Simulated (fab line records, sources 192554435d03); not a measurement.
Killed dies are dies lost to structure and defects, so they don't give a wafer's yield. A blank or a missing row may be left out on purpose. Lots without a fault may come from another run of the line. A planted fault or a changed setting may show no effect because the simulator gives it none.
fab line records | flow n5_finfet
record lots=11 wafers=33 last_day=17
route steps=1938 shown BEOL_M5@1178 BEOL_M6@1195
lots that met no fault: from a run of the same line without faults
start_h: hours from the record's first day to the start of the lot's first wafer shown | wait_h: hours since the lot's step before | " the same as in the row above | L1.1+2: a row that stands for several wafers | - no value, or no start given | * or withheld: withheld | < > ~ a bound
route shown NAME@n: a module of which the file shows steps, and the number in the route of the first | usual: mean/standard deviation of fault-free wafers | same: alike in all rows | chamber/n: place in a boat | sites: the reading at each site | _std_site: their standard deviation | _edge_site: outer sites' mean less inner sites' | radius_mm: how far each site lies from the wafer's centre | mask NAME#n: copy n | behind: the tool/chamber that last shaped the wafer | hold: why the lot was held/for how many hours/how that ended | device: the transistor (n, p or np) that didn't switch | end of line: the same wafers' tests at the end of the route | a step without rows: its recipe alone | killed: dies lost to structure and defects at the first sort, not the wafer's yield | map: a wafer's dies, x killed, . not, _ none there
set.NAME: the setting as run; set.NAME@STEP: as run at that earlier step | model.NAME: the simulator's own value behind a step, which no gauge read
steps of the route over a sample of lots; a table a step, a row a wafer
services: from which hour (start_h, from the record's first day; less than 0 if before it) a tool's chamber was out of use, for how many hours, and why
## steps
# step N5_BEOL_M5_ANNEAL_82
# recipe temp_c=400 time_s=1800 ambient=vacuum
# usual heater_power_w=849/86 susceptor_temp_C=399.98/0.21
# columns lot.wafer tool chamber start_h wait_h heater_power_w susceptor_temp_C
L538.1 pvd_sputter-01 - 181.35 0.0 932 400.28
L538.3 " - " " 798 399.86
L538.5 " - " " 805 400.06
L539.1 pvd_sputter-02 - 213.27 0.0 984 399.94
L539.3 " - " " 811 399.92
L539.6 " - " " 974 399.91
L542.1 pvd_sputter-01 - 215.66 0.0 910 400.04
L542.4 " - " " 728 400.15
L542.6 " - " " 945 400.52
L543.1 pvd_sputter-03 - 216.81 0.0 780 399.98
L543.4 " - " " 984 399.91
L543.6 " - " " 867 399.76
L545.3 pvd_sputter-03 - 223.01 0.0 750 400.13
L545.5 " - " " 965 400.29
L545.6 " - " " 749 399.84
L550.2 pvd_sputter-02 - 271.25 0.0 933 399.84
L550.3 " - " " 900 399.88
L550.6 " - " " 909 399.98
L552.4 pvd_sputter-01 - 276.43 0.0 955 400.11
L552.5 " - " " 947 400.03
L552.6 " - " " 720 400.22
L553.1 pvd_sputter-01 - 280.90 0.0 931 399.97
L553.4 " - " " 722 399.62
L553.6 " - " " 908 400.03
L555.2 pvd_sputter-01 - 294.63 0.0 815 400.05
L555.3 " - " " 731 399.69
L555.4 " - " " 953 399.76
L556.1 pvd_sputter-03 - 299.56 0.0 886 400.31
L556.3 " - " " 746 400.13
L556.4 " - " " 981 400.07
L558.1 pvd_sputter-01 - 314.47 0.0 744 400.03
L558.4 " - " " 950 399.87
L558.5 " - " " 823 399.76
# step N5_BEOL_M5_ANNEAL_84
# recipe temp_c=400 time_s=1800 ambient=vacuum
# usual heater_power_w=848/84 susceptor_temp_C=399.99/0.23
# columns lot.wafer tool chamber start_h wait_h heater_power_w susceptor_temp_C
L538.1 pvd_sputter-01 - 182.44 0.0 930 399.89
L538.3 " - " " 807 399.47
L538.5 " - " " 791 399.60
L539.1 pvd_sputter-02 - 214.36 0.0 958 399.89
L539.3 " - " " 810 399.80
L539.6 " - " " 974 399.83
L542.1 pvd_sputter-01 - 216.74 0.0 929 400.10
L542.4 " - " " 735 399.75
L542.6 " - " " 925 400.08
L543.1 pvd_sputter-03 - 217.89 0.0 795 400.09
L543.4 " - " " 960 400.18
L543.6 " - " " 886 400.05
L545.3 pvd_sputter-03 - 224.10 0.0 758 400.25
L545.5 " - " " 953 400.19
L545.6 " - " " 758 399.94
L550.2 pvd_sputter-02 - 272.34 0.0 973 400.32
L550.3 " - " " 895 399.81
L550.6 " - " " 908 400.16
L552.4 pvd_sputter-01 - 277.52 0.0 928 399.96
L552.5 " - " " 933 400.42
L552.6 " - " " 717 399.89
L553.1 pvd_sputter-01 - 281.99 0.0 949 400.36
L553.4 " - " " 709 399.83
L553.6 " - " " 927 400.10
L555.2 pvd_sputter-01 - 295.71 0.0 813 400.10
L555.3 " - " " 719 400.14
L555.4 " - " " 921 400.03
L556.1 pvd_sputter-03 - 300.65 0.0 898 400.18
L556.3 " - " " 748 399.96
L556.4 " - " " 974 400.17
L558.1 pvd_sputter-01 - 315.55 0.0 731 399.79
L558.4 " - " " 939 399.87
L558.5 " - " " 799 399.97
# step N5_BEOL_M5_ANNEAL_89
# recipe temp_c=400 time_s=1800 ambient=vacuum
# usual heater_power_w=850/86 susceptor_temp_C=399.98/0.23
# columns lot.wafer tool chamber start_h wait_h heater_power_w susceptor_temp_C
L538.1 pvd_sputter-01 - 183.52 0.0 956 400.04
L538.3 " - " " 814 400.02
L538.5 " - " " 830 400.17
L539.1 pvd_sputter-02 - 215.44 0.0 950 399.84
L539.3 " - " " 800 400.04
L539.6 " - " " 968 400.02
L542.1 pvd_sputter-01 - 217.83 0.0 917 400.23
L542.4 " - " " 717 400.08
L542.6 " - " " 925 400.02
L543.1 pvd_sputter-03 - 218.98 0.0 778 399.99
L543.4 " - " " 952 399.96
L543.6 " - " " 891 400.53
L545.3 pvd_sputter-03 - 225.19 0.0 727 400.33
L545.5 " - " " 974 400.53
L545.6 " - " " 732 399.58
L550.2 pvd_sputter-02 - 273.42 0.0 962 400.09
L550.3 " - " " 908 400.18
L550.6 " - " " 893 400.16
L552.4 pvd_sputter-01 - 278.61 0.0 926 400.34
L552.5 " - " " 931 399.98
L552.6 " - " " 703 399.67
L553.1 pvd_sputter-01 - 283.07 0.0 941 399.71
L553.4 " - " " 725 399.95
L553.6 " - " " 910 399.96
L555.2 pvd_sputter-01 - 296.80 0.0 834 399.99
L555.3 " - " " 716 399.93
L555.4 " - " " 927 400.37
L556.1 pvd_sputter-03 - 301.73 0.0 886 399.98
L556.3 " - " " 751 399.69
L556.4 " - " " 958 399.80
L558.1 pvd_sputter-01 - 316.64 0.0 711 399.66
L558.4 " - " " 933 400.04
L558.5 " - " " 807 399.88
# step N5_BEOL_M6_CURE_74
# recipe temp_c=385 time_s=240 ambient=He/Ar material=SiCOH_lowk
# usual lamp_power_pct=52.32/0.057 run_length_s=286.5/0.67 wafer_temp_C_max=386.8/0.73
# columns lot.wafer tool chamber start_h wait_h lamp_power_pct run_length_s wafer_temp_C_max
L538.1 uv_cure-03 1 186.06 0.1 52.31 286.6 386.3
L538.3 " 1 " " 52.43 286.8 386.1
L538.5 " 1 " " 52.39 287.0 386.0
L539.1 uv_cure-01 0 217.63 0.0 52.34 286.6 385.6
L539.3 " 0 " " 52.41 286.4 386.7
L539.6 " 0 " " 52.20 286.3 386.1
L542.1 uv_cure-02 2 220.04 0.1 - - -
L542.4 " 2 " " - - -
L542.6 " 2 " " - - -
L543.1 uv_cure-03 1 221.21 0.1 - - -
L543.4 " 1 " " - - -
L543.6 " 1 " " - - -
L545.3 uv_cure-03 1 231.28 0.2 52.35 287.1 386.0
L545.5 " 1 " " 52.40 286.5 386.0
L545.6 " 1 " " 52.30 287.2 385.6
L550.2 uv_cure-03 2 276.30 0.1 52.22 287.5 387.6
L550.3 " 2 " " 52.34 286.7 386.6
L550.6 " 2 " " 52.39 286.5 386.9
L552.4 uv_cure-02 2 281.04 0.3 52.22 287.4 387.5
L552.5 " 2 " " 52.32 286.7 386.9
L552.6 " 2 " " 52.28 287.2 387.1
L553.1 uv_cure-01 1 285.58 0.0 52.36 285.1 387.2
L553.4 " 1 " " 52.32 285.1 387.4
L553.6 " 1 " " 52.38 284.7 386.7
L555.2 uv_cure-03 1 299.41 0.1 52.37 287.0 385.8
L555.3 " 1 " " 52.27 286.7 385.7
L555.4 " 1 " " 52.33 286.8 386.0
L556.1 uv_cure-01 1 303.98 0.0 52.26 284.8 387.1
L556.3 " 1 " " 52.26 285.1 387.4
L556.4 " 1 " " 52.29 284.9 387.6
L558.1 uv_cure-02 1 318.83 0.0 52.34 286.7 388.0
L558.4 " 1 " " 52.41 287.0 388.7
L558.5 " 1 " " 52.34 286.9 386.9
# step N5_BEOL_M6_THK_MEAS_01
# recipe reads=SiCOH_lowk_of_BEOL_M6_ILD_DEP_00
# usual M6_ILD_THK=154.8/1.8
# columns lot.wafer tool chamber start_h wait_h M6_ILD_THK[nm]
L538.1 film_metro-01 - 186.57 0.4 152.3
L538.3 " - " " 152.7
L538.5 " - " " 154.7
L539.1 film_metro-01 - 218.15 0.4 153.3
L539.3 " - " " 153.2
L539.6 " - " " 153.9
L542.1 film_metro-01 - 220.56 0.4 175.5
L542.4 " - " " 179.2
L542.6 " - " " 179.3
L543.1 film_metro-02 - 221.73 0.4 179.9
L543.4 " - " " 182.2
L543.6 " - " " 181.9
L545.3 film_metro-01 - 231.63 0.3 156.7
L545.5 " - " " 156.8
L545.6 " - " " 155.9
L550.2 film_metro-02 - 276.74 0.4 153.4
L550.3 " - " " 153.0
L550.6 " - " " 152.9
L552.4 film_metro-01 - 281.31 0.2 156.2
L552.5 " - " " 155.2
L552.6 " - " " 156.6
L553.1 film_metro-02 - 286.10 0.4 154.6
L553.4 " - " " 157.4
L553.6 " - " " 157.3
L555.2 film_metro-01 - 299.85 0.4 150.2
L555.3 " - " " 152.4
L555.4 " - " " 155.6
L556.1 film_metro-02 - 304.49 0.4 151.6
L556.3 " - " " 154.4
L556.4 " - " " 157.9
L558.1 film_metro-01 - 319.34 0.4 154.9
L558.4 " - " " 156.2
L558.5 " - " " 154.8
## services
# columns tool chamber start_h hours kind
uv_cure-03 - 193.95 7.5 pm
uv_cure-01 - 226.66 10.1 repair
## key
first_sign step=N5_BEOL_M6_CURE_74 reading=tool_record direction=missing
effect step=N5_BEOL_M6_THK_MEAS_01 reading=M6_ILD_THK direction=up sigmas=14 usual=154.8 struck=179.7
met_at N5_BEOL_M6_CURE_74
struck_lots L542,L543
not_acting_at N5_BEOL_M5_ANNEAL_82,N5_BEOL_M5_ANNEAL_84,N5_BEOL_M5_ANNEAL_89
onset_between 186.06 220.04
fault kind=skipped_step_whole tool=uv_cure-02,uv_cure-03 chamber=- onset_h=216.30 steps=N5_BEOL_M6_CURE_74 scope=struck_lots_only
